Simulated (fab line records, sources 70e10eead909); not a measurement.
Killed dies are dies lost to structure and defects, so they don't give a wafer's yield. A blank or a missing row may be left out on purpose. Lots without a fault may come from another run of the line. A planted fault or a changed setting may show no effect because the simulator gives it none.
fab line records | flow nand_harc
record lots=5 wafers=15 last_day=22
route steps=1159 shown P_GATE@195 P_CONTACT@217
lots that met no fault: from a run of the same line without faults
start_h: hours from the record's first day to the start of the lot's first wafer shown | wait_h: hours since the lot's step before | " the same as in the row above | L1.1+2: a row that stands for several wafers | - no value, or no start given | * or withheld: withheld | < > ~ a bound
route shown NAME@n: a module of which the file shows steps, and the number in the route of the first | usual: mean/standard deviation of fault-free wafers | same: alike in all rows | chamber/n: place in a boat | sites: the reading at each site | _std_site: their standard deviation | _edge_site: outer sites' mean less inner sites' | radius_mm: how far each site lies from the wafer's centre | mask NAME#n: copy n | behind: the tool/chamber that last shaped the wafer | hold: why the lot was held/for how many hours/how that ended | device: the transistor (n, p or np) that didn't switch | end of line: the same wafers' tests at the end of the route | a step without rows: its recipe alone | killed: dies lost to structure and defects at the first sort, not the wafer's yield | map: a wafer's dies, x killed, . not, _ none there
set.NAME: the setting as run; set.NAME@STEP: as run at that earlier step | model.NAME: the simulator's own value behind a step, which no gauge read
lots at some steps of the route; a table a step, a row a wafer
services: from which hour (start_h, from the record's first day; less than 0 if before it) a tool's chamber was out of use, for how many hours, and why
## steps
# step NHARC_P_GATE_SOFTBAKE_86
# recipe temp_c=122 time_s=95
# columns lot.wafer tool chamber start_h wait_h
L077.2+4+6 litho_track-07 0 - -
L084.4+5+6 litho_track-07 0 - -
L086.1+2+6 litho_track-05 0 - -
L087.3+4+5 litho_track-05 0 - -
L090.2+3+4 litho_track-05 0 - -
# step NHARC_P_GATE_EBR_87
# columns lot.wafer tool chamber start_h wait_h
L077.2+4+6 litho_track-07 0 - -
L084.4+5+6 litho_track-07 0 - -
L086.1+2+6 litho_track-05 0 - -
L087.3+4+5 litho_track-05 0 - -
L090.2+3+4 litho_track-05 0 - -
# step NHARC_P_GATE_EXPOSE_88
# recipe na=0.6 target_cd_nm=2000 dose_mj=11.87 mask_id=P_HVN
# columns lot.wafer tool chamber start_h wait_h mask
L077.2+4+6 krf_scanner-02 0 132.86 - P_HVN#0
L084.4+5+6 krf_scanner-03 0 164.91 - P_HVN#0
L086.1+2+6 krf_scanner-03 0 182.19 - P_HVN#0
L087.3+4+5 krf_scanner-03 0 182.41 - P_HVN#0
L090.2+3+4 krf_scanner-02 0 203.03 - P_HVN#0
# step NHARC_P_GATE_PEB_89
# recipe peb_temp_c=118 peb_time_s=85
# columns lot.wafer tool chamber start_h wait_h
L077.2+4+6 litho_track-02 0 132.92 0.1
L084.4+5+6 litho_track-02 0 164.97 0.0
L086.1+2+6 litho_track-07 0 182.26 0.1
L087.3+4+5 litho_track-07 0 182.46 0.1
L090.2+3+4 litho_track-02 0 203.09 0.1
# step NHARC_P_GATE_DEVELOP_90
# recipe time_s=70
# columns lot.wafer tool chamber start_h wait_h
L077.2+4+6 litho_track-02 0 - -
L084.4+5+6 litho_track-02 0 - -
L086.1+2+6 litho_track-07 0 - -
L087.3+4+5 litho_track-07 0 - -
L090.2+3+4 litho_track-02 0 - -
# step NHARC_P_GATE_CD_MEAS_91
# recipe target_cd_nm=2000 landing_energy_ev=500
# usual cd_nm=2000.7/2.1
# columns lot.wafer tool chamber start_h wait_h cd_nm
L077.2 cd_sem-02 0 133.01 - 2000.2
L077.4 " 0 " " 1996.6
L077.6 " 0 " " 1999.0
L084.4 cd_sem-01 0 165.06 - 1997.2
L084.5 " 0 " " 1999.5
L084.6 " 0 " " 1999.2
L086.1 cd_sem-03 0 182.35 - 1999.9
L086.2 " 0 " " 1997.4
L086.6 " 0 " " 1999.3
L087.3 cd_sem-03 0 182.56 - 2000.8
L087.4 " 0 " " 1998.4
L087.5 " 0 " " 2000.0
L090.2 cd_sem-03 0 203.19 - 2000.8
L090.3 " 0 " " 2000.5
L090.4 " 0 " " 1999.6
# step NHARC_P_GATE_HARDBAKE_92
# recipe temp_c=125 time_s=80
# columns lot.wafer tool chamber start_h wait_h
L077.2+4+6 litho_track-02 0 133.09 -
L084.4+5+6 litho_track-07 0 165.14 -
L086.1+2+6 litho_track-02 0 182.43 -
L087.3+4+5 litho_track-07 0 182.64 -
L090.2+3+4 litho_track-07 0 203.27 -
# step NHARC_P_GATE_DESCUM_93
# recipe time_s=3 o2_flow_sccm=200 ar_flow_sccm=0 bias_power_w=0 chemistry=O2
# usual drypump_motor_current_A=5.7/0.46 oes_product_au=1.004/0.012 rf_vpp_V=57.9/0.81 showerhead_plenum_p_Torr=1.93/0.049 throttle_valve_pct=11.311/0.009
# columns lot.wafer tool chamber start_h wait_h drypump_motor_current_A oes_product_au rf_hours_counter_h rf_vpp_V showerhead_plenum_p_Torr throttle_valve_pct
L077.2 rie_diel-13 2 133.17 - 6.1 1.029 5 58.1 1.98 11.327
L077.4 " 0 " " 5.6 1.007 5 59.1 1.93 11.324
L077.6 " 3 " " 5.1 1.014 - 57.6 1.88 11.316
L084.4 rie_diel-13 1 165.21 - 6.1 0.990 10 58.0 1.91 11.320
L084.5 " 1 " " 6.1 0.998 - 57.7 1.91 11.319
L084.6 " 2 " " 6.2 1.013 - 58.0 1.98 11.313
L086.2 rie_diel-13 3 182.52 - 5.0 1.013 13 57.0 1.88 11.302
L086.1 " 1 " " 6.1 0.975 12 57.7 1.91 11.324
L086.6 " 3 " " 5.1 1.013 - 55.9 1.88 11.320
L087.4 rie_diel-13 1 182.73 - 6.1 0.994 12 57.7 1.91 11.312
L087.3 " 3 " " 5.1 1.011 13 58.6 1.88 11.307
L087.5 " 1 " " 6.1 0.994 - 57.3 1.91 11.291
L090.3 rie_diel-11 3 203.39 - 5.0 1.000 0 58.7 1.90 11.299
L090.4 " 1 " " 5.4 1.007 1 57.3 1.82 11.314
L090.2 " 2 " " 6.0 1.005 0 58.3 1.98 11.304
# step NHARC_P_GATE_IMPLANT_94
# recipe energy_kev=60 dose_cm2=2e+15 tilt_deg=7
# usual end_station_pressure_torr=1.28e-05/8.6e-07
# columns lot.wafer tool chamber start_h wait_h end_station_pressure_torr
L077.2 implanter-02 0 133.34 0.2 1.13e-05
L077.4 " 0 " " 1.18e-05
L077.6 " 0 " " 1.26e-05
L084.4 implanter-01 0 165.45 0.2 1.44e-05
L084.5 " 0 " " 1.5e-05
L084.6 " 0 " " 1.29e-05
L086.1 implanter-02 0 182.66 0.1 1.16e-05
L086.2 " 0 " " 1.26e-05
L086.6 " 0 " " 1.27e-05
L087.3 implanter-02 0 182.92 0.2 1.26e-05
L087.4 " 0 " " 1.34e-05
L087.5 " 0 " " 1.17e-05
L090.2 implanter-01 0 203.56 0.1 1.15e-05
L090.3 " 0 " " 1.37e-05
L090.4 " 0 " " 1.27e-05
# step NHARC_P_GATE_STRIP_113
# recipe power_w=1500 temp_c=110 time_s=740 chemistry=N2/H2
# usual drypump_motor_current_A=5.7/0.61 heater_power_w=98/7.1
# columns lot.wafer tool chamber start_h wait_h drypump_motor_current_A heater_power_w rf_hours_counter_h
L077.2 plasma_asher-01 1 133.65 0.3 4.8 106 7
L077.4 " 1 " " 4.8 105 -
L077.6 " 1 " " 4.8 106 -
L084.4 plasma_asher-02 0 165.82 0.3 6.6 92 -
L084.6 " 0 " " 6.5 89 -
L084.5 " 1 " " 5.9 87 -
L086.1 plasma_asher-02 0 182.88 0.2 6.6 93 57
L086.2 " 1 " " 5.8 88 57
L086.6 " 1 " " 5.8 86 -
L087.3 plasma_asher-01 0 183.32 0.4 5.8 101 -
L087.4 " 1 " " 4.8 106 -
L087.5 " 0 " " 5.8 102 -
L090.2 plasma_asher-02 1 203.88 0.3 5.8 88 4
L090.3 " 0 " " 6.6 92 -
L090.4 " 1 " " 5.8 90 -
# step NHARC_P_GATE_STRIP_95
# recipe power_w=1500 temp_c=250 chemistry=O2
# usual drypump_motor_current_A=5.7/0.61 heater_power_w=366/27
# columns lot.wafer tool chamber start_h wait_h drypump_motor_current_A heater_power_w rf_hours_counter_h
L077.2 plasma_asher-01 1 134.36 0.6 4.8 392 8
L077.4 " 1 " " 4.8 401 -
L077.6 " 1 " " 4.8 391 -
L084.4 plasma_asher-02 0 166.32 0.4 6.5 359 -
L084.6 " 0 " " 6.6 350 -
L084.5 " 1 " " 5.8 326 -
L086.1 plasma_asher-02 0 183.59 0.6 6.6 346 58
L086.2 " 1 " " 5.8 333 58
L086.6 " 1 " " 5.8 335 -
L087.3 plasma_asher-01 0 183.82 0.4 5.8 375 -
L087.4 " 1 " " 4.8 398 -
L087.5 " 0 " " 5.8 376 -
L090.2 plasma_asher-02 1 204.49 0.5 5.8 329 5
L090.3 " 0 " " 6.6 340 -
L090.4 " 1 " " 5.8 325 -
# step NHARC_P_GATE_STRIP_96
# recipe time_s=900 temp_c=130 chemistry=SPM
# usual bath_heat_duty_pct=15.1/1.7
# columns lot.wafer tool chamber start_h wait_h bath_heat_duty_pct
L077.4 wet_bench-03 5 134.58 0.2 12.2
L077.2 " 6 " " 18.0
L077.6 " 7 " " 16.8
L084.5 wet_bench-03 1 166.52 0.1 15.8
L084.4 " 5 " " 11.9
L084.6 " 6 " " 17.4
L086.1 wet_bench-03 4 183.82 0.2 14.7
L086.6 " 6 " " 15.8
L086.2 " 7 " " 17.8
L087.4 wet_bench-05 7 184.01 0.2 17.9
L087.5 " 1 " " 14.4
L087.3 " 4 " " 13.8
L090.3 wet_bench-03 7 204.71 0.2 16.2
L090.2 " 1 " " 16.6
L090.4 " 4 " " 16.6
# step NHARC_P_GATE_RTA_64
# recipe temp_c=1050 time_s=1
# usual lamp_power_pct=36.1/0.76 lamp_zone_6_pct=36.1/0.76 wafer_temp_C_max=1056.0/1.1
# columns lot.wafer tool chamber start_h wait_h lamp_power_pct lamp_zone_6_pct wafer_temp_C_max
L077.2 rtp_anneal-01 0 134.95 - 34.9 34.9 1057.3
L077.4 " 0 " " 35.0 34.9 1055.6
L077.6 " 0 " " 35.0 34.9 1057.0
L084.4 rtp_anneal-02 0 166.96 - 36.6 36.5 1055.5
L084.5 " 0 " " 36.5 36.4 1055.4
L084.6 " 0 " " 36.5 36.5 1054.9
L086.1 rtp_anneal-01 0 184.16 - 35.0 34.9 1056.0
L086.2 " 0 " " 35.0 34.9 1057.0
L086.6 " 0 " " 35.0 34.9 1056.0
L087.3 rtp_anneal-01 0 184.41 - 34.9 34.9 1055.5
L087.4 " 0 " " 35.0 34.9 1056.7
L087.5 " 0 " " 35.0 35.0 1055.6
L090.2 rtp_anneal-02 0 205.09 - 36.6 36.6 1056.8
L090.3 " 0 " " 36.7 36.6 1055.4
L090.4 " 0 " " 36.6 36.6 1055.5
# step NHARC_P_GATE_ETCH_77
# recipe target_depth_a=60 chemistry=dHF material=SiO2
# columns lot.wafer tool chamber start_h wait_h
L077.6+2+4 wet_bench-05 0,1,4 135.13 0.0
L084.4+6+5 wet_bench-03 3,6,7 167.07 0.1
L086.6+1+2 wet_bench-03 3,5,0 184.36 0.0
L087.3+4+5 wet_bench-05 0,3,4 184.56 0.1
L090.3+2+4 wet_bench-03 0,2,3 205.26 0.1
# step NHARC_P_GATE_DEGAS_109
# recipe temp_c=300 time_s=60
# usual heater_power_w=490/54 susceptor_temp_C=299.98/0.18
# columns lot.wafer tool chamber start_h wait_h heater_power_w susceptor_temp_C
L077.2 pvd_sputter-02 - 135.23 0.1 498 300.05
L077.4 " - " " 432 299.76
L077.6 " - " " 483 300.22
L084.4 pvd_sputter-03 - 167.20 0.1 508 299.87
L084.6 " - " " 441 299.85
L084.5 " - " " 550 299.74
L086.2 pvd_sputter-01 - 184.47 0.1 581 299.82
L086.1 " - " " 416 300.23
L086.6 " - " " 419 299.66
L087.4 pvd_sputter-02 - 184.67 0.1 497 300.02
L087.3 " - " " 433 300.05
L087.5 " - " " 486 300.11
L090.3 pvd_sputter-03 - 205.37 0.1 516 300.14
L090.2 " - " " 512 300.16
L090.4 " - " " 446 300.02
# step NHARC_P_GATE_PRE_CLEAN_110
# recipe time_s=30 bias_v=200 gas=Ar
# columns lot.wafer tool chamber start_h wait_h
L077.2+4+6 pvd_sputter-02 - - -
L084.4+5+6 pvd_sputter-03 - - -
L086.2+1+6 pvd_sputter-01 - - -
L087.4+3+5 pvd_sputter-02 - - -
L090.2+4+3 pvd_sputter-03 - - -
# step NHARC_P_GATE_SPUTTER_78
# recipe target_thk_a=100 material=Ni
# columns lot.wafer tool chamber start_h wait_h
L077.4+2+6 pvd_sputter-02 - - -
L084.4+5+6 pvd_sputter-03 - - -
L086.2+1+6 pvd_sputter-01 - - -
L087.4+3+5 pvd_sputter-02 - - -
L090.2+3+4 pvd_sputter-03 - - -
# step NHARC_P_GATE_SPUTTER_79
# recipe target_thk_a=100 material=TiN
# columns lot.wafer tool chamber start_h wait_h
L077.2+4+6 pvd_sputter-02 - - -
L084.4+5+6 pvd_sputter-03 - - -
L086.1+2+6 pvd_sputter-01 - - -
L087.3+4+5 pvd_sputter-02 - - -
L090.2+4+3 pvd_sputter-03 - - -
# step NHARC_P_GATE_RTA_80
# recipe temp_c=300 time_s=30
# usual lamp_power_pct=2.13/0.05 lamp_zone_6_pct=2.11/0.049 wafer_temp_C_max=301.7/0.33
# columns lot.wafer tool chamber start_h wait_h lamp_power_pct lamp_zone_6_pct wafer_temp_C_max
L077.2 rtp_anneal-02 0 135.55 - 2.18 2.16 301.4
L077.4 " 0 " " 2.18 2.16 301.5
L077.6 " 0 " " 2.18 2.16 301.7
L084.4 rtp_anneal-01 0 167.56 - 2.09 2.07 301.5
L084.5 " 0 " " 2.09 2.07 301.5
L084.6 " 0 " " 2.09 2.07 301.2
L086.1 rtp_anneal-02 0 184.76 - 2.18 2.16 301.5
L086.2 " 0 " " 2.18 2.16 301.7
L086.6 " 0 " " 2.18 2.16 302.0
L087.3 rtp_anneal-02 0 185.04 - 2.18 2.16 301.8
L087.4 " 0 " " 2.18 2.16 301.1
L087.5 " 0 " " 2.18 2.16 301.9
L090.2 rtp_anneal-02 0 205.69 - 2.19 2.16 301.9
L090.3 " 0 " " 2.19 2.16 301.7
L090.4 " 0 " " 2.18 2.16 301.7
# step NHARC_P_GATE_STRIP_67
# recipe time_s=600 temp_c=130 chemistry=SPM
# usual bath_heat_duty_pct=15.2/1.6
# columns lot.wafer tool chamber start_h wait_h bath_heat_duty_pct
L077.4 wet_bench-05 6 135.74 0.1 17.3
L077.2 " 7 " " 18.7
L077.6 " 1 " " 14.2
L084.5 wet_bench-02 7 167.68 0.1 13.2
L084.4 " 0 " " 13.7
L084.6 " 1 " " 12.4
L086.1 wet_bench-05 0 184.96 0.2 16.6
L086.6 " 2 " " 17.4
L086.2 " 3 " " 16.1
L087.3 wet_bench-05 7 185.22 0.1 17.8
L087.4 " 0 " " 15.4
L087.5 " 2 " " 16.0
L090.3 wet_bench-02 5 205.87 0.1 19.0
L090.2 " 6 " " 16.1
L090.4 " 1 " " 12.3
# step NHARC_P_GATE_RTA_82
# recipe temp_c=450 time_s=30
# usual lamp_power_pct=4.18/0.098 wafer_temp_C_max=452.6/0.57
# same lamp_zone_6_pct=4.06
# columns lot.wafer tool chamber start_h wait_h lamp_power_pct wafer_temp_C_max
L077.2 rtp_anneal-01 0 136.02 - 4.10 452.0
L077.4 " 0 " " 4.09 453.2
L077.6 " 0 " " 4.09 452.4
L084.4 rtp_anneal-01 0 168.02 - 4.09 452.3
L084.5 " 0 " " 4.09 453.2
L084.6 " 0 " " 4.09 452.5
L086.1 rtp_anneal-01 0 185.22 - 4.10 452.4
L086.2 " 0 " " 4.10 452.2
L086.6 " 0 " " 4.09 452.0
L087.3 rtp_anneal-01 0 185.52 - 4.09 452.6
L087.4 " 0 " " 4.10 452.2
L087.5 " 0 " " 4.10 453.2
L090.2 rtp_anneal-01 0 206.15 - 4.09 453.2
L090.3 " 0 " " 4.09 452.4
L090.4 " 0 " " 4.10 453.9
# step NHARC_P_GATE_INSPECT_68
# usual raw_defect_count=214/71
# columns lot.wafer tool chamber start_h wait_h raw_defect_count
L077.2 defect_inspect-01 - 136.19 0.1 361
L077.4 " - " " 351
L077.6 " - " " 178
L084.4 defect_inspect-01 - 168.13 0.1 217
L084.5 " - " " 281
L084.6 " - " " 197
L086.1 defect_inspect-01 - 185.42 0.2 254
L086.2 " - " " 254
L086.6 " - " " 124
L087.3 defect_inspect-01 - 185.67 0.1 97
L087.4 " - " " 143
L087.5 " - " " 117
L090.2 defect_inspect-02 - 206.32 0.1 146
L090.3 " - " " 121
L090.4 " - " " 181
# step NHARC_P_CONTACT_DEP_30
# recipe target_thk_a=300 temp_c=400 target_thk_nm=30 flow_sccm=200 rf_w=450 material=SiNx
# usual heater_power_w=703/79 susceptor_temp_C=400.01/0.21
# columns lot.wafer tool chamber start_h wait_h heater_power_w susceptor_temp_C
L077.2 pecvd-04 0 136.29 0.1 739 400.11
L077.4 " 2 " " 680 399.72
L077.6 " 0 " " 726 400.28
L084.6 pecvd-04 1 168.31 0.2 680 400.12
L084.4 " 2 " " 636 400.21
L084.5 " 0 " " 760 399.67
L086.2 pecvd-04 2 185.48 0.1 671 399.72
L086.1 " 1 " " 685 399.80
L086.6 " 1 " " 675 399.93
L087.3 pecvd-01 1 185.82 0.2 847 400.03
L087.4 " 0 " " 845 400.30
L087.5 " 1 " " 903 400.18
L090.2 pecvd-03 2 206.39 0.1 631 399.86
L090.3 " 0 " " 632 399.91
L090.4 " 0 " " 616 399.58
# step NHARC_P_CONTACT_DEP_00
# recipe target_thk_a=5000 temp_c=400 pressure_torr=6.5 rf_w=900 teos_flow_sccm=161.4 flow_sccm=2650 target_thk_nm=500 gas=O2 material=SiO2
# usual heater_power_w=551/73 susceptor_temp_C=399.98/0.2 throttle_valve_pct=16.1/0.53
# columns lot.wafer tool chamber start_h wait_h heater_power_w susceptor_temp_C throttle_valve_pct
L077.2 pecvd-04 0 - - 512 400.17 15.7
L077.4 " 2 " " 534 400.35 17.5
L077.6 " 0 " " 551 400.18 15.4
L084.6 pecvd-04 1 - - 465 399.79 16.0
L084.4 " 2 " " 521 400.05 17.3
L084.5 " 0 " " 460 400.29 15.4
L086.2 pecvd-04 2 - - 443 399.97 17.2
L086.1 " 1 " " 468 399.91 16.1
L086.6 " 1 " " 524 400.04 16.0
L087.3 pecvd-01 1 - - 550 400.13 16.5
L087.4 " 0 " " 540 399.94 16.4
L087.5 " 1 " " 597 400.23 16.4
L090.2 pecvd-03 2 - - 506 400.13 15.6
L090.3 " 0 " " 507 400.07 16.1
L090.4 " 0 " " 524 399.84 16.1
# step NHARC_P_CONTACT_CMP_01
# recipe target_thk_nm=200 material=SiO2
# usual motor_current_A=11.7/1.1
# columns lot.wafer tool chamber start_h wait_h motor_current_A
L077.4 cmp-02 1 137.01 - 11.3
L077.2 " 2 " " 10.9
L077.6 " 3 " " 12.3
L084.4 cmp-04 0 168.95 - 11.4
L084.5 " 2 " " 11.1
L084.6 " 3 " " 12.7
L086.2 cmp-03 3 186.22 - 11.3
L086.1 " 0 " " 12.1
L086.6 " 2 " " 10.4
L087.3 cmp-02 3 186.46 - 12.0
L087.4 " 1 " " 11.6
L087.5 " 3 " " 12.4
L090.2 cmp-03 3 207.10 - 11.7
L090.3 " 0 " " 11.4
L090.4 " 2 " " 10.7
# step NHARC_P_CONTACT_SRD_03
# columns lot.wafer tool chamber start_h wait_h
L077.2+4+6 wet_bench-01 3,5,7 137.26 0.0
L084.5+4+6 wet_bench-01 4,5,6 169.21 0.0
L086.1+2+6 wet_bench-06 2,4,5 186.50 0.0
L087.5+3+4 wet_bench-06 2,3,5 186.75 0.0
L090.4+2+3 wet_bench-04 5,6,1 207.39 0.0
# step NHARC_P_CONTACT_DEHYDRATE_04
# recipe temp_c=150 time_s=120
# columns lot.wafer tool chamber start_h wait_h
L077.2+4+6 litho_track-01 0 137.34 0.1
L084.4+5+6 litho_track-06 0 169.28 0.1
L086.1+2+6 litho_track-06 0 186.58 0.1
L087.3+4+5 litho_track-06 0 186.84 0.1
L090.2+3+4 litho_track-04 0 207.49 0.1
# step NHARC_P_CONTACT_HMDS_05
# recipe time_s=30
# columns lot.wafer tool chamber start_h wait_h
L077.2+4+6 litho_track-01 0 - -
L084.4+5+6 litho_track-06 0 - -
L086.1+2+6 litho_track-06 0 - -
L087.3+4+5 litho_track-06 0 - -
L090.2+3+4 litho_track-04 0 - -
# step NHARC_P_CONTACT_COAT_33
# recipe temp_c=260 time_s=75
# columns lot.wafer tool chamber start_h wait_h
L077.2+4+6 litho_track-01 0 - -
L084.4+5+6 litho_track-06 0 - -
L086.1+2+6 litho_track-06 0 - -
L087.3+4+5 litho_track-06 0 - -
L090.2+3+4 litho_track-04 0 - -
# step NHARC_P_CONTACT_COAT_34
# recipe temp_c=225 time_s=65
# columns lot.wafer tool chamber start_h wait_h
L077.2+4+6 litho_track-01 0 - -
L084.4+5+6 litho_track-06 0 - -
L086.1+2+6 litho_track-06 0 - -
L087.3+4+5 litho_track-06 0 - -
L090.2+3+4 litho_track-04 0 - -
# step NHARC_P_CONTACT_COAT_06
# recipe spin_rpm=1500 resist_thk_nm=90
# columns lot.wafer tool chamber start_h wait_h
L077.2+4+6 litho_track-01 0 - -
L084.4+5+6 litho_track-06 0 - -
L086.1+2+6 litho_track-06 0 - -
L087.3+4+5 litho_track-06 0 - -
L090.2+3+4 litho_track-04 0 - -
# step NHARC_P_CONTACT_SOFTBAKE_07
# recipe temp_c=105 time_s=55
# columns lot.wafer tool chamber start_h wait_h
L077.2+4+6 litho_track-01 0 - -
L084.4+5+6 litho_track-06 0 - -
L086.1+2+6 litho_track-06 0 - -
L087.3+4+5 litho_track-06 0 - -
L090.2+3+4 litho_track-04 0 - -
# step NHARC_P_CONTACT_EBR_08
# columns lot.wafer tool chamber start_h wait_h
L077.2+4+6 litho_track-01 0 - -
L084.4+5+6 litho_track-06 0 - -
L086.1+2+6 litho_track-06 0 - -
L087.3+4+5 litho_track-06 0 - -
L090.2+3+4 litho_track-04 0 - -
# step NHARC_P_CONTACT_EXPOSE_09
# recipe na=1.35 target_cd_nm=90 dose_mj=81.26 mask_id=P_CA
# columns lot.wafer tool chamber start_h wait_h mask
L077.2+4+6 arfi_scanner-01 0 137.65 - P_CA#0
L084.4+5+6 arfi_scanner-02 0 169.61 - P_CA#0
L086.1+2+6 arfi_scanner-03 0 186.76 - P_CA#0
L087.3+4+5 arfi_scanner-02 0 187.16 - P_CA#0
L090.2+3+4 arfi_scanner-02 0 207.68 - P_CA#0
# step NHARC_P_CONTACT_PEB_10
# recipe peb_temp_c=100 peb_time_s=65
# columns lot.wafer tool chamber start_h wait_h
L077.2+4+6 litho_track-04 0 137.71 0.1
L084.4+5+6 litho_track-01 0 169.66 0.0
L086.1+2+6 litho_track-01 0 186.82 0.1
L087.3+4+5 litho_track-06 0 187.21 0.0
L090.2+3+4 litho_track-06 0 207.74 0.1
# step NHARC_P_CONTACT_DEVELOP_11
# recipe develop_time_s=35 dev_temp_c=23
# columns lot.wafer tool chamber start_h wait_h
L077.2+4+6 litho_track-04 0 - -
L084.4+5+6 litho_track-01 0 - -
L086.1+2+6 litho_track-01 0 - -
L087.3+4+5 litho_track-06 0 - -
L090.2+3+4 litho_track-06 0 - -
# step NHARC_P_CONTACT_CD_MEAS_12
# recipe target_cd_nm=90 landing_energy_ev=500
# usual cd_nm=90.0/0.62
# columns lot.wafer tool chamber start_h wait_h cd_nm
L077.2 cd_sem-01 0 137.79 - 90.1
L077.4 " 0 " " 89.7
L077.6 " 0 " " 90.1
L084.4 cd_sem-03 0 169.74 - 89.9
L084.5 " 0 " " 89.9
L084.6 " 0 " " 89.0
L086.1 cd_sem-02 0 186.90 - 89.9
L086.2 " 0 " " 90.5
L086.6 " 0 " " 90.0
L087.3 cd_sem-02 0 187.29 - 90.7
L087.4 " 0 " " 89.7
L087.5 " 0 " " 89.2
L090.2 cd_sem-03 0 207.82 - 90.5
L090.3 " 0 " " 90.9
L090.4 " 0 " " 90.5
# step NHARC_P_CONTACT_OVL_MEAS_13
# usual overlay_x_nm=-0.1/0.82 overlay_y_nm=0.3/0.77
# columns lot.wafer tool chamber start_h wait_h overlay_x_nm overlay_y_nm
L077.2 overlay-01 - 137.88 - 1.0 0.8
L077.4 " - " " 1.3 1.1
L077.6 " - " " 0.8 0.4
L084.4 overlay-01 - 169.82 - 0.7 0.6
L084.5 " - " " 0.6 0.9
L084.6 " - " " 0.7 0.4
L086.1 overlay-02 - 186.99 - 0.2 0.3
L086.2 " - " " 0.0 0.2
L086.6 " - " " 0.1 -0.3
L087.3 overlay-02 - 187.38 - 0.9 -1.1
L087.4 " - " " -0.1 -1.0
L087.5 " - " " 0.4 -1.6
L090.2 overlay-02 - 207.90 - 0.6 -0.8
L090.3 " - " " 1.4 -1.4
L090.4 " - " " 0.6 -1.7
# step NHARC_P_CONTACT_INSPECT_14
# usual raw_defect_count=3.6/2.3
# columns lot.wafer tool chamber start_h wait_h raw_defect_count
L077.2 defect_inspect-02 - 137.91 0.0 5
L077.4 " - " " 2
L077.6 " - " " 3
L084.4 defect_inspect-02 - 169.86 0.0 3
L084.5 " - " " 4
L084.6 " - " " 0
L086.1 defect_inspect-01 - 187.03 0.0 3
L086.2 " - " " 1
L086.6 " - " " 3
L087.3 defect_inspect-01 - 187.42 0.0 5
L087.4 " - " " 2
L087.5 " - " " 6
L090.2 defect_inspect-01 - 207.94 0.0 6
L090.3 " - " " 4
L090.4 " - " " 5
# step NHARC_P_CONTACT_DESCUM_17
# recipe time_s=3 o2_flow_sccm=200 ar_flow_sccm=0 bias_power_w=0 chemistry=O2
# usual drypump_motor_current_A=5.72/0.29 oes_product_au=1.003/0.011 rf_vpp_V=58.1/0.85 showerhead_plenum_p_Torr=1.98/0.038 throttle_valve_pct=11.312/0.0089
# columns lot.wafer tool chamber start_h wait_h drypump_motor_current_A oes_product_au rf_hours_counter_h rf_vpp_V showerhead_plenum_p_Torr throttle_valve_pct
L077.2 rie_diel-02 0 137.99 0.1 5.84 1.013 16 58.0 1.94 11.318
L077.4 " 1 " " 6.36 1.010 15 57.7 1.98 11.320
L077.6 " 2 " " 5.70 1.017 - 58.1 1.99 11.316
L084.4 rie_diel-10 3 169.93 0.1 5.87 1.005 14 59.5 2.06 11.309
L084.6 " 1 " " 5.42 1.001 - 59.3 1.94 11.304
L084.5 " 2 " " 5.56 1.002 - 56.9 1.94 11.303
L086.2 rie_diel-02 2 187.09 0.1 5.71 1.011 4 58.2 1.99 11.305
L086.1 " 3 " " 5.64 1.002 4 58.9 2.02 11.337
L086.6 " 1 " " 6.33 1.003 - 57.7 1.98 11.317
L087.3 rie_diel-04 2 187.49 0.1 5.60 1.017 22 57.4 2.01 11.305
L087.4 " 0 " " 5.76 1.003 25 58.5 2.00 11.294
L087.5 " 2 " " 5.61 1.018 - 58.0 2.01 11.325
L090.2 rie_diel-10 1 208.00 0.1 5.40 1.000 2 57.5 1.94 11.292
L090.4 " 2 " " 5.58 1.000 2 58.7 1.94 11.324
L090.3 " 3 " " 5.88 0.986 2 57.9 2.06 11.324
# step NHARC_P_CONTACT_ETCH_35
# recipe target_depth_a=390 over_etch_frac=0.3 time_s=65 ion_energy_ev=80 cf4_flow_sccm=150 ar_flow_sccm=0 rf_w=300 bias_w=100 chemistry=CF4
# usual drypump_motor_current_A=5.74/0.27 oes_product_au=1.003/0.01 rf_vpp_V=152.0/1 showerhead_plenum_p_Torr=1.83/0.035 throttle_valve_pct=13.283/0.0083
# columns lot.wafer tool chamber start_h wait_h drypump_motor_current_A oes_product_au rf_hours_counter_h rf_vpp_V showerhead_plenum_p_Torr throttle_valve_pct
L077.2 rie_diel-02 0 138.07 0.1 5.84 1.002 16 150.9 1.80 13.291
L077.4 " 1 " " 6.30 1.014 15 152.2 1.83 13.272
L077.6 " 2 " " 5.69 0.999 - 153.0 1.84 13.289
L084.4 rie_diel-10 3 170.01 0.1 5.84 1.005 14 152.1 1.89 13.272
L084.6 " 2 " " 5.56 0.990 - 152.9 1.80 13.275
L084.5 " 3 " " 5.85 1.005 - 153.8 1.89 13.285
L086.2 rie_diel-02 2 187.19 0.1 5.73 1.017 4 152.5 1.83 13.283
L086.1 " 1 " " 6.30 1.012 4 151.1 1.83 13.284
L086.6 " 2 " " 5.73 1.018 - 151.7 1.83 13.288
L087.4 rie_diel-04 0 187.57 0.1 5.75 1.009 25 151.0 1.84 13.283
L087.3 " 2 " " 5.61 1.019 22 151.3 1.85 13.276
L087.5 " 3 " " 6.06 1.015 - 150.5 1.77 13.290
L090.2 rie_diel-10 1 208.15 0.1 5.40 0.995 2 151.0 1.79 13.286
L090.4 " 2 " " 5.56 1.001 2 153.6 1.79 13.284
L090.3 " 3 " " 5.87 0.988 2 151.9 1.89 13.287
## services
# columns tool chamber start_h hours kind
cmp-03 - 109.27 0.6 repair
rie_diel-10 3 109.29 4.2 repair
litho_track-06 - 117.00 7.0 pm
pvd_sputter-01 - 118.62 0.6 repair
plasma_asher-02 - 125.13 3.3 repair
wet_bench-05 - 138.83 4.4 repair
litho_track-04 - 141.00 7.0 pm
wet_bench-03 - 146.40 8.0 pm
rie_diel-02 3 146.40 16.2 repair
rie_diel-02 - 150.70 9.0 pm
pvd_sputter-01 - 158.00 10.0 pm
rie_diel-02 0 161.30 121.7 repair
litho_track-02 - 165.00 7.0 pm
krf_scanner-03 - 168.00 4.0 pm
rie_diel-02 3 172.27 4.1 repair
rie_diel-10 - 176.50 9.0 pm
pvd_sputter-02 - 188.30 6.9 repair
litho_track-07 - 189.00 7.0 pm
rie_diel-10 - 190.90 0.1 repair
pecvd-04 - 195.00 13.0 pm
wet_bench-05 - 196.80 8.0 pm
krf_scanner-03 - 200.70 30.7 repair
implanter-02 - 203.88 1.7 repair
arfi_scanner-02 - 204.83 0.4 repair
## key
fault none
